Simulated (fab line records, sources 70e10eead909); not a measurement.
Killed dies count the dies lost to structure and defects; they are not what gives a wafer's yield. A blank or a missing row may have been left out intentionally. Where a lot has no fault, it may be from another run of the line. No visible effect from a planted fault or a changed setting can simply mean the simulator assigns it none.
Chamber matching -- flow nand_harc -- NHARC_A_STAIRCASE_DEP_322 on pecvd-01 has 3 sister chambers
The step deposits SiO2, target thk 3800 nm. 18 wafers are shown with their chamber, then 9 later ones without.

WAFERS WITH THEIR CHAMBER
wafer,chamber,heater_power_w (W),heater_power_outer_w (W)
L074.1,1,768,451
L074.2,2,741,410
L074.5,0,543,327
L075.1,2,743,442
L075.2,1,773,445
L075.4,0,543,318
L077.1,2,634,345
L077.3,0,582,358
L077.6,0,539,337
L078.3,2,722,414
L078.4,2,618,338
L078.5,1,626,339
L080.1,1,713,401
L080.5,0,546,321
L080.6,1,628,339
L084.1,2,776,439
L084.4,0,553,327
L084.6,2,613,325

SIGNATURES, as means of the wafers listed above
reading,chamber 0,chamber 1,chamber 2,scatter within a chamber
heater_power_w,551.00,701.60,692.43,57.8
heater_power_outer_w,331.33,395.00,387.57,43.2
Rule: a wafer's distance from a chamber is the root of the sum, over the readings, of the square of ((its reading less the chamber's mean) divided by the reading's scatter). The wafer belongs to the nearest chamber; if the next one is less than 2 further off, it can't be placed. The scatter: take each reading less its chamber's mean, square it, sum over the shown wafers, divide by the number of wafers less the number of chambers, and take the root.

WAFERS WITHOUT THEIR CHAMBER
wafer,heater_power_w (W),heater_power_outer_w (W)
L087.1,623,329
L087.3,746,441
L087.5,606,328
L086.1,665,424
L086.5,547,331
L086.6,628,339
L091.1,763,432
L091.3,578,359
L091.4,554,330

THE CHAMBER EACH PASSED THROUGH
wafer,from the rows above,in truth
L087.1,can't be placed: 0 or 2 or 1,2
L087.3,can't be placed: 1 or 2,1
L087.5,can't be placed: 0 or 2 or 1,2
L086.1,can't be placed: 1 or 2 or 0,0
L086.5,0,0
L086.6,can't be placed: 0 or 2 or 1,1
L091.1,can't be placed: 1 or 2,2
L091.3,can't be placed: 0 or 2 or 1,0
L091.4,0,0
Placed correctly: 2 of 9. These rows do not allow placing 7 (true chamber among the candidates in 7). Placed wrongly: 0.
